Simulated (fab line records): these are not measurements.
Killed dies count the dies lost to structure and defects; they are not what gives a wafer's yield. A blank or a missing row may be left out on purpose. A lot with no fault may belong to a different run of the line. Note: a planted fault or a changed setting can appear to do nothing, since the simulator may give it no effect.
fab line records | flow n5-finfet
[record] lots = 8 wafers = 24 last-day = 18
route steps=1938 shown FIN_SAQP@100 BEOL_M4@1111 PASSIVATION@1936
lots untouched by any fault: they come from a run of this same line in which no faults occurred
start-h: the number of hours between the record's first day and the start of the first shown wafer of the lot | wait-h: hours since the lot's step before | " unchanged from the row above | L1.1+2: several wafers, shown together as one row | - no value, or no start given | * or withheld: withheld | < > ~ a bound
route shown NAME@n: names a module that has steps shown in the file, with the first one's number in the route | usual: mean/standard deviation taken from wafers without a fault | same: alike in all rows | chamber/n: place in a boat | sites: per-site readings | _std_site: standard deviation of those values | _edge_site: the outer-site mean with the inner-site mean subtracted | radius-mm: for every site, how far away it sits from the centre of the wafer | mask NAME#n: copy n | behind: the tool/chamber that last shaped the wafer | hold: the reason the lot was held/the length of the hold in hours/how it ended | device: the transistor (n, p or np) that didn't switch | end of line: the same wafers' tests at the end of the route | where a step has no rows: the recipe by itself | killed: dies lost to structure and defects at the first sort, not the wafer's yield | map: dies across one wafer; x = killed, . = not, _ = none there
set.NAME: the setting the step ran with; set.NAME@STEP: the setting that earlier step ran with | model.NAME: the simulator's own value behind a step, which no gauge read
route steps across a sampled set of lots; one table per step, one row per wafer
services: a tool's chamber out of use, with start hour (start-h, from the record's first day; less than 0 if before it), hours out, and reason
[[steps]]
[step N5_FIN_SAQP_PECVD_06]
[recipe] material = a-Si target-thk-a = 600 temp-c = 400 precursor = SiH4/He pressure-torr = 3 rf-w = 100 time-s = 48.1
[usual] heater-power-outer-w = 535/62 heater-power-w = 859/91 showerhead-plenum-p-Torr = 5.63/0.052 throttle-valve-pct = 18.1/0.58
// columns lot.wafer tool chamber start-h wait-h heater-power-outer-w heater-power-w showerhead-plenum-p-Torr throttle-valve-pct
L325.3 pecvd-02 0 21.39 0.0 573 895 5.63 18.6
L325.4 " 2 " " 535 834 5.67 16.8
L325.6 " 0 " " 580 914 5.63 18.8
L326.2 pecvd-03 2 28.48 0.0 508 796 5.68 17.6
L326.4 " 1 " " 570 939 5.62 17.6
L326.5 " 0 " " 454 739 5.69 18.4
L328.1 pecvd-01 1 39.09 0.0 506 849 5.62 17.8
L328.3 " 0 " " 453 720 5.53 18.4
L328.4 " 1 " " 512 844 5.61 17.9
L332.2 pecvd-01 2 63.77 0.0 511 864 5.62 18.1
L332.3 " 2 " " 517 863 5.62 18.3
L332.4 " 0 " " 484 765 5.52 18.7
L334.2 pecvd-03 0 74.75 0.0 486 782 5.69 18.6
L334.5 " 1 " " 583 966 5.64 17.5
L334.6 " 0 " " 493 787 5.68 18.5
L338.3 pecvd-01 0 100.85 0.0 464 752 5.53 18.1
L338.4 " 2 " " 465 774 5.61 18.0
L338.6 " 2 " " 441 762 5.61 18.2
L342.1 pecvd-02 2 124.46 0.0 629 955 5.66 16.9
L342.2 " 1 " " 525 901 5.68 18.5
L342.3 " 0 " " 516 829 5.63 18.8
L348.1 pecvd-02 0 159.15 0.0 636 991 5.63 18.3
L348.2 " 1 " " 541 916 5.69 18.6
L348.5 " 1 " " 535 962 5.70 18.5
[step N5_FIN_SAQP_DESCUM_21]
[recipe] chemistry = O2 time-s = 7.9 source-power-w = 50 bias-power-w = 20 pressure-mtorr = 20 rf-frequency-hz = 2.712e+07 temp-c = 40 resist = CAR-ArF o2-flow-sccm = 225
[usual] drypump-motor-current-A = 5.5/0.42 oes-product-au = 0.77/0.073 rf-vpp-V = 242.8/1.7 showerhead-plenum-p-Torr = 2.07/0.094 throttle-valve-pct = 20.53/0.19
// columns lot.wafer tool chamber start-h wait-h drypump-motor-current-A oes-product-au rf-hours-counter-h rf-vpp-V showerhead-plenum-p-Torr throttle-valve-pct
L325.3 rie-diel-06 1 23.02 1.0 6.3 0.71 203 241.7 1.99 20.83
L325.4 " 3 " " 6.3 0.68 241 243.1 2.05 20.45
L325.6 " 3 " " 6.3 0.67 - 241.8 2.05 20.48
L326.2 rie-diel-01 3 29.15 0.0 5.6 0.69 219 244.3 2.16 20.70
L326.4 " 0 " " 5.0 0.73 176 240.7 1.99 20.36
L326.5 " 3 " " 5.6 0.69 - 245.2 2.16 20.71
L328.1 rie-diel-01 0 39.64 0.0 5.0 0.73 180 243.0 1.99 20.36
L328.3 " 3 " " 5.6 0.68 222 243.8 2.16 20.74
L328.4 " 2 " " 4.9 0.78 128 241.9 1.93 20.54
L332.2 rie-diel-02 1 64.47 0.0 5.4 0.87 50 244.3 2.22 20.61
L332.3 " 2 " " 5.4 0.71 204 241.3 2.08 20.58
L332.4 " 0 " " 5.9 0.84 84 243.9 2.20 20.64
L334.2 rie-diel-01 0 75.42 0.0 5.0 0.72 190 241.3 1.99 20.39
L334.5 " 1 " " 5.3 0.83 - 242.9 2.03 20.63
L334.6 " 2 " " 4.9 0.77 - 239.9 1.93 20.60
L338.3 rie-diel-01 3 101.48 0.1 5.6 0.66 241 243.9 2.15 20.75
L338.4 " 0 " " 5.0 0.71 198 239.9 1.98 20.40
L338.6 " 0 " " 5.0 0.72 - 240.2 1.98 20.40
L342.1 rie-diel-01 1 125.46 0.4 5.3 0.81 108 241.9 2.03 20.65
L342.2 " 3 " " 5.6 0.66 250 244.3 2.15 20.74
L342.3 " 2 " " 4.9 0.75 159 240.2 1.92 20.59
L348.1 rie-diel-02 1 159.82 0.0 5.5 0.81 85 244.2 2.21 20.68
L348.2 " 0 " " 5.9 0.80 119 244.8 2.19 20.68
L348.5 " 3 " " 5.7 0.74 - 243.4 2.09 20.24
[step N5_FIN_SAQP_ETCH_52]
[recipe] chemistry = N2/H2 target = SOC target-depth-a = 1000 overetch-a = 200 mask-material = SiARC temp-c = 40 time-s = 150 ion-energy-ev = 200 pressure-mtorr = 30 source-w = 840 bias-w = 150 n2-flow-sccm = 200 h2-flow-sccm = 200 ends = end-point
[usual] drypump-motor-current-A = 5.5/0.42 oes-product-au = 0.69/0.061 rf-fwd-power-W = 836.4/2.8 rf-vpp-V = 523/3.3 showerhead-plenum-p-Torr = 2.52/0.11 throttle-valve-pct = 17.95/0.18
// columns lot.wafer tool chamber start-h wait-h drypump-motor-current-A oes-product-au rf-fwd-power-W rf-hours-counter-h rf-vpp-V showerhead-plenum-p-Torr throttle-valve-pct
L325.3 rie-diel-06 1 23.11 0.0 6.3 0.64 833.4 203 520 2.41 18.22
L325.4 " 3 " " 6.3 0.61 835.0 241 523 2.50 17.91
L325.6 " 3 " " 6.3 0.61 835.7 - 523 2.50 17.90
L326.2 rie-diel-01 3 29.24 0.0 5.6 0.62 838.6 219 525 2.62 18.12
L326.4 " 0 " " 5.0 0.66 833.9 176 520 2.43 17.85
L326.5 " 3 " " 5.6 0.62 837.5 - 526 2.62 18.11
L328.1 rie-diel-01 0 39.73 0.0 5.0 0.66 833.8 180 522 2.43 17.86
L328.3 " 3 " " 5.6 0.61 835.5 222 526 2.62 18.11
L328.4 " 2 " " 4.9 0.70 835.4 128 517 2.35 17.99
L332.2 rie-diel-02 1 64.56 0.0 5.4 0.77 834.7 50 527 2.70 18.04
L332.3 " 2 " " 5.4 0.65 838.1 204 525 2.52 17.99
L332.4 " 0 " " 5.9 0.74 836.2 84 526 2.68 17.95
L334.2 rie-diel-01 0 75.52 0.0 5.0 0.65 834.6 190 520 2.43 17.86
L334.5 " 1 " " 5.3 0.74 840.7 - 522 2.47 17.99
L334.6 " 2 " " 4.9 0.68 838.0 - 517 2.34 18.01
L338.3 rie-diel-01 3 101.58 0.0 5.6 0.60 841.3 242 526 2.61 18.15
L338.4 " 0 " " 5.0 0.64 837.8 198 521 2.42 17.88
L338.6 " 0 " " 5.0 0.64 835.1 - 518 2.42 17.87
L342.1 rie-diel-01 1 125.55 0.0 5.3 0.72 837.3 108 522 2.46 18.03
L342.2 " 3 " " 5.6 0.60 835.4 250 524 2.61 18.15
L342.3 " 2 " " 4.9 0.68 836.8 159 518 2.34 18.03
L348.1 rie-diel-02 1 159.91 0.0 5.4 0.73 834.7 85 529 2.69 18.09
L348.2 " 0 " " 5.9 0.71 839.3 119 529 2.66 18.00
L348.5 " 3 " " 5.7 0.66 836.4 - 524 2.53 17.68
[step N5_FIN_SAQP_MANDREL_ETCH_22]
[recipe] target-depth-a = 600 chemistry = HBr/Cl2 target = a-Si stop-on = SiNx bt-time-s = 10 over-etch-frac = 0.5 time-s = 30 pressure-mtorr = 10 icp-w = 800 bias-w = 75 HBr_flow_sccm = 150 Cl2_flow_sccm = 80 ends = end-point
[usual] drypump-motor-current-A = 5.9/0.45 oes-product-au = 0.772/0.011 rf-fwd-power-W = 794.8/3 throttle-valve-pct = 35.4/0.34
[same] over-etch-frac = 0.5
// columns lot.wafer tool chamber start-h wait-h drypump-motor-current-A oes-product-au rf-fwd-power-W rf-hours-counter-h throttle-valve-pct
L325.3 rie-si-05 3 23.30 0.0 4.9 0.774 797.7 107 35.0
L325.4 " 1 " " 6.5 0.750 798.9 7 35.2
L325.6 " 3 " " 4.9 0.772 800.2 - 35.0
L326.2 rie-si-06 0 29.43 0.0 5.8 0.771 797.5 144 35.9
L326.4 " 1 " " 5.9 0.794 794.3 125 35.0
L326.5 " 2 " " 5.8 0.782 794.0 - 35.3
L328.1 rie-si-05 0 39.92 0.0 5.8 0.779 795.1 190 35.3
L328.3 " 2 " " 6.0 0.764 796.6 70 35.6
L328.4 " 1 " " 6.5 0.770 795.6 8 35.2
L332.2 rie-si-04 2 64.75 0.0 6.6 0.773 796.1 147 35.6
L332.3 " 1 " " 5.1 0.770 795.2 31 35.7
L332.4 " 0 " " 5.9 0.767 796.5 40 34.8
L334.2 rie-si-06 0 75.71 0.0 5.9 0.737 791.5 145 36.0
L334.5 " 0 " " 5.9 0.761 791.4 - 36.0
L334.6 " 3 " " 6.1 0.762 790.0 - 35.3
L338.3 rie-si-06 2 101.77 0.0 5.8 0.776 797.9 43 35.3
L338.4 " 0 " " 5.8 0.756 796.0 145 35.9
L338.6 " 3 " " 6.0 0.784 981.3 - 35.2
L342.1 rie-si-05 1 125.74 0.0 6.5 0.755 796.7 9 35.2
L342.2 " 0 " " 5.7 0.766 793.3 192 35.3
L342.3 " 3 " " 4.9 0.773 799.0 109 35.0
L348.1 rie-si-05 2 160.10 0.0 6.0 0.751 792.5 72 35.6
L348.2 " 0 " " 5.7 0.752 789.1 193 35.3
L348.5 " 3 " " 4.9 0.787 793.8 - 35.0
[step N5_FIN_SAQP_ETCH_57]
[recipe] chemistry = CH3F/O2 target = SiNx mask-material = SiO2 target-depth-a = 325 time-s = 46.4 pressure-mtorr = 30 source-w = 395 bias-w = 73 Ar_flow_sccm = 150 CH3F_flow_sccm = 30 O2_flow_sccm = 20 ion-energy-ev = 120 ends = cleared
[usual] drypump-motor-current-A = 5.6/0.43 etch-rf-on-time-s = 46.4/0.78 oes-product-au = 0.66/0.059 rf-fwd-power-W = 388.1/2.4 rf-vpp-V = 296.9/2.4 showerhead-plenum-p-Torr = 1.99/0.093 throttle-valve-pct = 16.44/0.18
// columns lot.wafer tool chamber start-h wait-h drypump-motor-current-A etch-rf-on-time-s oes-product-au rf-fwd-power-W rf-hours-counter-h rf-vpp-V showerhead-plenum-p-Torr throttle-valve-pct
L325.3 rie-diel-06 3 25.44 0.1 6.3 46.7 0.58 383.7 243 299.4 1.97 16.50
L325.4 " 0 " " 5.6 45.8 0.79 386.5 14 297.9 2.14 16.15
L325.6 " 3 " " 6.3 47.3 0.57 383.4 - 300.1 1.97 16.51
L326.2 rie-diel-01 0 31.27 0.0 5.0 46.9 0.63 389.4 177 295.0 1.90 16.33
L326.4 " 1 " " 5.3 45.9 0.73 388.9 73 294.5 1.94 16.40
L326.5 " 1 " " 5.3 46.5 0.72 388.3 - 295.5 1.94 16.41
L328.1 rie-diel-06 0 41.74 0.1 5.6 46.2 0.78 385.4 19 299.3 2.13 16.17
L328.3 " 1 " " 6.4 47.3 0.60 388.6 210 292.9 1.90 16.71
L328.4 " 3 " " 6.3 48.0 0.57 386.2 248 299.2 1.97 16.52
L332.2 rie-diel-01 2 67.14 0.4 4.9 44.8 0.66 390.3 139 294.3 1.85 16.48
L332.3 " 3 " " 5.6 47.1 0.58 387.9 229 297.1 2.06 16.66
L332.4 " 2 " " 4.9 45.4 0.66 392.1 - 294.0 1.85 16.49
L334.2 rie-diel-02 2 77.52 0.0 5.4 46.6 0.60 385.2 209 300.5 1.98 16.49
L334.5 " 2 " " 5.4 47.5 0.61 385.2 - 301.9 1.98 16.50
L334.6 " 3 " " 5.7 46.8 0.66 387.3 - 296.0 2.00 16.09
L338.3 rie-diel-01 3 103.61 0.0 5.6 48.0 0.57 391.4 242 296.2 2.06 16.68
L338.4 " 1 " " 5.3 46.5 0.69 385.9 101 295.3 1.93 16.45
L338.6 " 2 " " 4.9 43.5 0.65 391.9 - 294.7 1.84 16.50
L342.1 rie-diel-06 0 127.54 0.0 5.6 46.6 0.72 386.3 51 299.1 2.12 16.21
L342.2 " 3 " " 6.3 46.5 0.80 385.9 15 299.7 1.97 16.10
L342.3 " 1 " " 6.3 48.0 0.59 390.6 241 294.0 1.89 16.79
L348.1 rie-diel-02 2 162.03 0.0 5.4 47.5 0.59 384.8 233 299.7 1.97 16.55
L348.2 " 1 " " 5.4 46.5 0.69 385.4 85 296.8 2.11 16.55
L348.5 " 3 " " 5.7 46.5 0.64 387.5 - 296.5 1.98 16.16
[step N5_BEOL_M4_RC_MEAS_101]
[usual] DIBL_N = 36.4/1.5 DIBL_P = 35.8/1.7 IOFF_N = 0.154/0.022 IOFF_P = 0.21/0.031 ION_N = 672/8.8 ION_P = 462/7.2 SS_N = 71.5/0.53 SS_P = 73.2/0.62 VT_N = 250.4/2.5 VT_P = -250/3.5
// columns lot.wafer tool chamber start-h wait-h DIBL_N[mV/V] DIBL_P[mV/V] IOFF_N[nA/um] IOFF_P[nA/um] ION_N[uA/um] ION_P[uA/um] SS_N[mV/dec] SS_P[mV/dec] VT_N[mV] VT_P[mV]
L325.3 prober-02 0 167.78 0.3 34.1 33.9 0.133 0.19 656 460 71.0 72.6 250.9 -253
L325.4 " 0 " " 34.6 33.9 0.134 0.19 662 461 71.0 72.5 250.6 -251
L325.6 " 0 " " 33.9 33.5 0.132 0.19 662 458 71.2 71.9 251.0 -251
L326.2 prober-01 0 171.15 0.2 37.2 36.9 0.157 0.24 676 464 71.4 73.3 248.2 -248
L326.4 " 0 " " 38.6 38.1 0.177 0.26 668 462 71.9 73.2 253.6 -247
L326.5 " 0 " " 37.5 36.5 0.162 0.23 657 459 71.5 73.3 249.9 -248
L328.1 prober-02 0 186.91 0.0 37.5 37.0 0.171 0.19 671 453 71.6 73.5 251.9 -253
L328.3 " 0 " " 35.3 35.4 0.139 0.17 667 457 71.5 72.9 252.9 -256
L328.4 " 0 " " 36.6 36.1 0.158 0.17 682 453 71.3 73.1 249.6 -255
L332.2 prober-02 0 223.73 0.2 36.9 35.8 0.173 0.23 685 470 71.2 73.4 246.9 -246
L332.3 " 0 " " 35.0 32.7 0.126 0.18 672 463 71.3 73.2 252.6 -253
L332.4 " 0 " " 33.3 30.2 0.109 0.15 667 459 70.4 71.5 251.0 -253
L334.2 prober-01 0 246.43 0.2 37.1 36.8 0.153 0.19 664 449 71.8 73.2 253.2 -255
L334.5 " 0 " " 35.9 35.9 0.133 0.18 659 456 71.8 73.1 252.5 -252
L334.6 " 0 " " 34.3 34.1 0.112 0.16 663 458 71.4 72.6 255.3 -252
L338.3 prober-02 0 246.72 0.3 39.8 39.2 0.216 0.27 676 465 72.6 75.1 247.0 -246
L338.4 " 0 " " 39.0 38.7 0.187 0.26 681 469 72.3 74.7 247.1 -246
L338.6 " 0 " " 37.7 37.4 0.174 0.23 677 469 71.6 74.1 245.2 -249
L342.1 prober-02 0 285.00 0.0 35.7 34.0 0.140 0.22 665 466 71.0 72.2 254.9 -248
L342.2 " 0 " " 35.2 35.1 0.140 0.23 661 467 71.2 72.9 252.9 -247
L342.3 " 0 " " 36.8 36.5 0.166 0.26 679 473 71.3 73.4 251.1 -244
L348.1 prober-02 0 322.60 0.0 36.9 35.3 0.148 0.20 680 458 70.7 72.9 251.6 -250
L348.2 " 0 " " 37.7 36.1 0.170 0.21 679 459 72.0 73.4 249.5 -251
L348.5 " 0 " " 37.4 35.3 0.148 0.19 672 461 71.9 72.2 249.1 -251
[step N5_PASSIVATION_PROBE_49]
[usual] defect-limited-yield = 91.5/1.4 killed_at_M0_to_M3 = 32/9.8 killed_at_M4_up = 13/5.3 killed-at-contacts = 13/6.4 killed-at-front-end = 39/10 killed-at-other = 3.1/2.5 killed-dies = 100/17 killed-open = 65/13 killed-short = 33/7.7 sort_bin_5_function = 5.0/0.93 sort_bin_6_memory = 3.2/0.69 sort-n-pass = 1080/17 sort-yield-pct = 91.5/1.4
[same] gross-dies = 1180 killed-at-back-side = 0 sort_bin_4_leakage[%] = 0 sort_bin_8_speed[%] = 0
// columns lot.wafer tool chamber start-h wait-h defect-limited-yield[%] killed_at_M0_to_M3 killed_at_M4_up killed-at-contacts killed-at-front-end killed-at-other killed-dies killed-open killed-short sort_bin_5_function[%] sort_bin_6_memory[%] sort-n-pass sort-yield-pct[%]
L325.3 prober-02 - 271.83 0.1 88.3 52 3 26 52 5 138 97 41 7.7 3.7 1042 88.3
L325.4 prober-02 - 271.88 0.2 90.2 45 5 22 41 3 116 83 33 5.0 4.7 1064 90.2
L325.6 prober-02 - 271.98 0.3 90.8 28 6 16 58 0 108 70 37 5.3 3.7 1072 90.8
L326.2 prober-02 - 275.99 0.1 92.5 23 7 16 38 4 88 54 33 3.3 4.1 1092 92.5
L326.4 prober-02 - 276.09 0.2 90.4 34 8 21 49 1 113 81 32 5.3 3.9 1067 90.4
L326.5 prober-02 - 276.14 0.2 90.7 33 5 20 49 3 110 80 29 6.3 2.9 1070 90.7
L328.1 prober-02 - 307.44 0.0 91.2 40 15 12 36 1 104 70 33 5.1 3.4 1076 91.2
L328.3 prober-02 - 307.54 0.1 89.9 37 22 8 49 3 119 72 42 6.0 3.2 1061 89.9
L328.4 prober-02 - 307.59 0.2 91.6 28 12 18 32 9 99 67 31 4.3 3.7 1081 91.6
L332.2 prober-01 - 325.96 0.1 92.6 38 11 4 34 0 87 60 27 4.5 2.7 1093 92.6
L332.3 prober-01 - 326.01 0.1 91.4 44 16 8 31 2 101 58 41 4.4 3.5 1079 91.4
L332.4 prober-01 - 326.06 0.2 92.4 34 15 3 36 2 90 71 18 4.1 3.4 1090 92.4
L334.2 prober-01 - 356.47 0.1 92.8 19 15 10 36 5 85 60 23 4.3 2.6 1095 92.8
L334.5 prober-01 - 356.62 0.2 90.9 34 25 5 41 2 107 58 48 5.4 3.2 1073 90.9
L334.6 prober-01 - 356.67 0.3 91.8 36 18 10 32 1 97 55 41 4.3 3.7 1083 91.8
L338.3 prober-02 - 356.52 0.1 92.9 27 6 8 35 8 84 56 28 3.6 3.2 1096 92.9
L338.4 prober-02 - 356.57 0.2 91.3 37 12 11 34 9 103 65 38 5.3 3.3 1077 91.3
L338.6 prober-02 - 356.67 0.3 92.4 36 11 14 23 6 90 52 37 4.7 2.6 1090 92.4
L342.1 prober-02 - 394.50 0.0 92.7 28 16 18 22 2 86 68 17 4.9 2.1 1094 92.7
L342.2 prober-02 - 394.55 0.1 88.9 52 9 19 47 4 131 86 45 5.9 4.9 1049 88.9
L342.3 prober-02 - 394.60 0.1 91.3 28 19 17 36 3 103 68 33 5.3 2.9 1077 91.3
L348.1 prober-02 - 432.07 0.0 91.4 39 10 15 35 2 101 62 39 5.3 3.0 1079 91.4
L348.2 prober-02 - 432.12 0.1 92.6 27 13 6 41 0 87 66 21 4.3 2.8 1093 92.6
L348.5 prober-02 - 432.27 0.2 91.0 42 9 8 46 1 106 70 36 5.3 3.5 1074 91.0
// killed by level:class
L325.3 STI_FIN_REVEAL:geometric-particle:open=22 BEOL_M0_SAQP:geometric-particle:short=19 MOL_CONTACT_COAG:geometric-particle:open=18 BEOL_M0_SAQP:geometric-particle:open=16 FIN_SAQP:geometric-particle:open=11 MOL_CONTACT_COAG:geometric-particle:short=8 DUMMY_GATE:geometric-particle:open=6 FIN_SAQP:geometric-particle:short=5
L325.4 BEOL_M0_SAQP:geometric-particle:open=18 MOL_CONTACT_COAG:geometric-particle:open=15 STI_FIN_REVEAL:geometric-particle:open=14 BEOL_M0_SAQP:geometric-particle:short=9 FIN_SAQP:geometric-particle:open=7 FIN_SAQP:geometric-particle:short=7 MOL_CONTACT_COAG:geometric-particle:short=7 BEOL_M2:geometric-particle:open=5
L325.6 STI_FIN_REVEAL:geometric-particle:open=19 BEOL_M0_SAQP:geometric-particle:open=12 MOL_CONTACT_COAG:geometric-particle:open=12 FIN_SAQP:geometric-particle:short=10 BEOL_M0_SAQP:geometric-particle:short=9 FIN_SAQP:geometric-particle:open=8 DUMMY_GATE:geometric-particle:open=5 STI_FIN_REVEAL:geometric-particle:short=4
L326.2 MOL_CONTACT_COAG:geometric-particle:open=11 FIN_SAQP:geometric-particle:open=10 GATE_CUT:geometric-particle:short=7 BEOL_M3:geometric-particle:open=6 MOL_CONTACT_COAG:geometric-particle:short=5 BEOL_M0_SAQP:geometric-particle:short=4 ILD0:geometric-particle:short=3 BEOL_M0_SAQP:geometric-particle:open=3
L326.4 MOL_CONTACT_COAG:geometric-particle:open=19 BEOL_M2:geometric-particle:open=13 STI_FIN_REVEAL:geometric-particle:open=11 FIN_SAQP:geometric-particle:open=9 FIN_SAQP:geometric-particle:short=9 STI_FIN_REVEAL:geometric-particle:short=8 BEOL_M0_SAQP:geometric-particle:open=6 GATE_CUT:geometric-particle:short=4
L326.5 MOL_CONTACT_COAG:geometric-particle:open=19 BEOL_M2:geometric-particle:open=9 STI_FIN_REVEAL:geometric-particle:open=8 GATE_CUT:geometric-particle:open=8 FIN_SAQP:geometric-particle:open=6 FIN_SAQP:geometric-particle:short=5 STI_FIN_REVEAL:geometric-particle:short=5 BEOL_M0_SAQP:geometric-particle:open=5
L328.1 MOL_CONTACT_COAG:geometric-particle:open=11 STI_FIN_REVEAL:geometric-particle:open=8 DUMMY_GATE:geometric-particle:open=8 BEOL_M0_SAQP:geometric-particle:short=8 BEOL_M1:geometric-particle:open=8 BEOL_M0_SAQP:geometric-particle:open=7 BEOL_M4:geometric-particle:open=7 BEOL_M2:geometric-particle:open=6
L328.3 BEOL_M4:geometric-particle:open=12 STI_FIN_REVEAL:geometric-particle:open=11 DUMMY_GATE:geometric-particle:open=11 BEOL_M0_SAQP:geometric-particle:short=10 FIN_SAQP:geometric-particle:open=9 MOL_CONTACT_COAG:geometric-particle:open=8 BEOL_M2:geometric-particle:short=7 BEOL_M0_SAQP:geometric-particle:open=6
L328.4 MOL_CONTACT_COAG:geometric-particle:open=14 BEOL_M2:geometric-particle:open=8 BEOL_M0_SAQP:geometric-particle:open=7 FIN_SAQP:geometric-particle:open=6 FIN_SAQP:geometric-particle:short=6 PASS1_CAP:geometric-particle:open=6 BEOL_M0_SAQP:geometric-particle:short=6 BEOL_M4:geometric-particle:open=6
L332.2 STI_FIN_REVEAL:geometric-particle:open=9 BEOL_M3:geometric-particle:open=7 BEOL_M0_SAQP:geometric-particle:open=6 DUMMY_GATE:geometric-particle:open=5 GATE_CUT:geometric-particle:open=5 BEOL_M0:geometric-particle:open=5 BEOL_M0_SAQP:geometric-particle:short=4 BEOL_M1:geometric-particle:short=4
L332.3 STI_FIN_REVEAL:geometric-particle:open=10 BEOL_M0_SAQP:geometric-particle:open=8 BEOL_M0_SAQP:geometric-particle:short=8 BEOL_M1:geometric-particle:short=8 BEOL_M2:geometric-particle:open=8 BEOL_M4:geometric-particle:open=7 BEOL_M3:geometric-particle:open=7 MOL_CONTACT_COAG:geometric-particle:open=5
L332.4 STI_FIN_REVEAL:geometric-particle:open=14 BEOL_M2:geometric-particle:open=9 BEOL_M3:geometric-particle:open=8 BEOL_M4:geometric-particle:open=8 BEOL_M0_SAQP:geometric-particle:open=6 ILD0:geometric-particle:open=4 MOL_CONTACT_COAG:geometric-particle:open=3 BEOL_M0:geometric-particle:open=3
L334.2 STI_FIN_REVEAL:geometric-particle:open=12 MOL_CONTACT_COAG:geometric-particle:open=7 BEOL_M3:geometric-particle:open=6 BEOL_M4:geometric-particle:open=6 FIN_SAQP:geometric-particle:open=5 BEOL_M0_SAQP:geometric-particle:open=5 FIN_SAQP:geometric-particle:short=4 BEOL_M2:geometric-particle:open=4
L338.3 FIN_SAQP:geometric-particle:open=8 BEOL_M0_SAQP:geometric-particle:open=8 BEOL_M2:geometric-particle:open=7 MOL_CONTACT_COAG:geometric-particle:open=6 DUMMY_GATE:geometric-particle:open=4 BEOL_M0_SAQP:geometric-particle:short=4 BEOL_M3:geometric-particle:open=4 STARTING-WAFER:geometric-particle:short=4
L338.4 BEOL_M0_SAQP:geometric-particle:short=11 FIN_SAQP:geometric-particle:short=10 MOL_CONTACT_COAG:geometric-particle:open=9 BEOL_M0_SAQP:geometric-particle:open=7 FIN_SAQP:geometric-particle:open=5 BEOL_M3:geometric-particle:open=5 DUMMY_GATE:geometric-particle:open=4 ILD0:geometric-particle:open=4
L334.5 BEOL_M3:geometric-particle:open=11 BEOL_M0_SAQP:geometric-particle:short=8 BEOL_M0_SAQP:geometric-particle:open=8 STI_FIN_REVEAL:geometric-particle:open=7 BEOL_M4:geometric-particle:short=7 BEOL_M4:geometric-particle:open=7 FIN_SAQP:geometric-particle:open=6 ILD0:geometric-particle:short=6
L338.6 BEOL_M0_SAQP:geometric-particle:short=13 MOL_CONTACT_COAG:geometric-particle:open=8 BEOL_M1:geometric-particle:open=8 BEOL_M4:geometric-particle:open=6 FIN_SAQP:geometric-particle:short=5 MOL_CONTACT_COAG:geometric-particle:short=5 BEOL_M0_SAQP:geometric-particle:open=5 STI_FIN_REVEAL:geometric-particle:open=4
L334.6 BEOL_M4:geometric-particle:open=11 BEOL_M0_SAQP:geometric-particle:short=10 BEOL_M2:geometric-particle:open=10 MOL_CONTACT_COAG:geometric-particle:open=8 FIN_CUT:geometric-particle:short=6 GATE_CUT:geometric-particle:short=6 BEOL_M0_SAQP:geometric-particle:open=6 STI_FIN_REVEAL:geometric-particle:open=5
L342.1 MOL_CONTACT_COAG:geometric-particle:open=15 BEOL_M4:geometric-particle:open=10 BEOL_M2:geometric-particle:open=8 BEOL_M1:geometric-particle:open=6 FIN_SAQP:geometric-particle:short=4 FIN_SAQP:geometric-particle:open=4 STI_FIN_REVEAL:geometric-particle:open=4 BEOL_M3:geometric-particle:open=4
L342.2 MOL_CONTACT_COAG:geometric-particle:open=15 BEOL_M2:geometric-particle:open=13 FIN_SAQP:geometric-particle:short=11 FIN_SAQP:geometric-particle:open=10 DUMMY_GATE:geometric-particle:open=9 BEOL_M0_SAQP:geometric-particle:open=9 BEOL_M3:geometric-particle:short=8 BEOL_M3:geometric-particle:open=7
L342.3 MOL_CONTACT_COAG:geometric-particle:open=13 BEOL_M3:geometric-particle:open=12 STI_FIN_REVEAL:geometric-particle:open=9 BEOL_M4:geometric-particle:open=7 BEOL_M5:geometric-particle:open=6 BEOL_M0_SAQP:geometric-particle:short=5 BEOL_M3:geometric-particle:short=5 STARTING-WAFER:geometric-particle:open=5
L348.1 BEOL_M0_SAQP:geometric-particle:short=14 FIN_SAQP:geometric-particle:open=10 MOL_CONTACT_COAG:geometric-particle:open=10 BEOL_M1:geometric-particle:open=7 DUMMY_GATE:geometric-particle:open=6 MOL_CONTACT_COAG:geometric-particle:short=5 BEOL_M2:geometric-particle:open=5 BEOL_M4:geometric-particle:open=5
L348.2 FIN_SAQP:geometric-particle:open=15 BEOL_M0_SAQP:geometric-particle:open=10 BEOL_M4:geometric-particle:open=8 MOL_CONTACT_COAG:geometric-particle:open=6 STI_FIN_REVEAL:geometric-particle:open=5 BEOL_M1:geometric-particle:open=5 GATE_CUT:geometric-particle:short=4 BEOL_M2:geometric-particle:open=4
L348.5 FIN_SAQP:geometric-particle:open=19 BEOL_M0_SAQP:geometric-particle:short=13 BEOL_M0_SAQP:geometric-particle:open=11 MOL_CONTACT_COAG:geometric-particle:open=8 FIN_SAQP:geometric-particle:short=7 BEOL_M1:geometric-particle:open=7 STARTING-WAFER:geometric-particle:short=5 BEOL_M2:geometric-particle:open=5
[[services]]
// columns tool chamber start-h hours kind
pecvd-02 - -1.65 1.4 repair
rie-si-06 - -0.20 0.1 repair
pecvd-03 - 3.28 2.4 repair
rie-diel-02 - 12.98 14.6 pm
rie-si-04 - 15.68 0.2 repair
rie-si-04 0 19.52 4.4 repair
rie-diel-06 2 31.04 3.7 repair
pecvd-01 0 39.68 5.3 repair
rie-diel-02 - 45.09 0.2 repair
pecvd-01 1 51.17 49.5 repair
rie-diel-02 - 54.30 2.8 pm
rie-diel-01 0 59.30 9.6 repair
pecvd-02 - 66.69 2.2 repair
pecvd-03 - 66.72 0.7 repair
rie-diel-06 1 74.57 7.5 repair
rie-diel-02 2 95.57 12.9 repair
rie-si-06 3 104.08 3.1 repair
pecvd-01 0 107.46 2.9 repair
pecvd-01 - 110.41 1.3 repair
pecvd-03 1 110.79 12.3 repair
rie-diel-01 3 126.25 - clean
rie-diel-01 3 126.25 - consumable-replace:focus-ring
rie-diel-01 3 126.25 31.0 scheduled-down
rie-si-05 2 153.71 6.1 repair
[[key]]
[first-sign] step = N5_FIN_SAQP_MANDREL_ETCH_22 reading = rf-fwd-power-W direction = up sigmas = 62 usual = * struck = *
[effect] step = N5_FIN_SAQP_ETCH_57 reading = etch-rf-on-time-s direction = down sigmas = 3.7 usual = * struck = *
met-at N5_FIN_SAQP_MANDREL_ETCH_22
struck-lots L338
struck-wafers L338.6
not-acting-at N5_FIN_SAQP_PECVD_06,N5_FIN_SAQP_DESCUM_21,N5_FIN_SAQP_ETCH_52
onset-between 75.71 101.77
[fault] kind = process-parameter-drift tool = rie-si-06 chamber = 3 onset-h = 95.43 steps = N5_FIN_SAQP_MANDREL_ETCH_22 channel = icp-w offset = 192 shape = step end-h = 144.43 acts-in = these-recipes-only stated = 800
